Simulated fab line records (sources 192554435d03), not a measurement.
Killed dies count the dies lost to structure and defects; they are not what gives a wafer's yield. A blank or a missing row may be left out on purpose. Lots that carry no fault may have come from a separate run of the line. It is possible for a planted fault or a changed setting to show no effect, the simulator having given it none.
Matching of chambers	flow n5 finfet	uv cure-02 running N5_BEOL_M6_CURE_74: 3 sister chambers
The step cures SiCOH lowk, time 240 s. 6 wafers are shown with their chamber, then 7 later ones without.

WAFERS WITH THEIR CHAMBER
wafer	chamber	wafer_temp_C_max	lamp power pct (%)
L075.2	2	386.8	52.36
L075.6	2	386.4	52.26
L089.4	0	386.1	52.36
L089.6	0	387.1	52.28
L090.2	1	386.2	52.30
L090.4	1	386.3	52.30

WAFERS WHOSE CHAMBER IS MISSING
wafer	wafer_temp_C_max	lamp power pct (%)
L090.6	386.1	52.22
L096.1	387.8	52.37
L096.2	387.3	52.32
L096.3	386.3	52.33
L097.2	386.5	52.37
L097.4	385.8	52.33
L097.6	386.5	52.31

WHICH CHAMBER EACH WENT THROUGH
wafer	from the rows above	in truth
L090.6	can't be placed: 1 or 2 or 0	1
L096.1	can't be placed: 0 or 2 or 1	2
L096.2	can't be placed: 0 or 2 or 1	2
L096.3	can't be placed: 1 or 0 or 2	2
L097.2	can't be placed: 0 or 2 or 1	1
L097.4	can't be placed: 1 or 0 or 2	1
L097.6	can't be placed: 2 or 0 or 1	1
Correct placement for 0 of the 7. From these rows, 7 cannot be placed; in 7 the true chamber is one of the candidates. 0 placed wrongly.
How it was worked out, from the rows above alone: a wafer's distance from a chamber is the root of the sum, over the readings, of the square of ((its reading less the chamber's mean) divided by the reading's scatter). If the next closest chamber is less than 2 further off than the closest, the wafer can't be placed; otherwise it belongs to the closest. The mean given for a chamber averages the wafers shown for that chamber. The scatter is the square root of a quotient: the sum, over the shown wafers, of each reading's squared deviation from its chamber's mean, divided by wafers minus chambers.
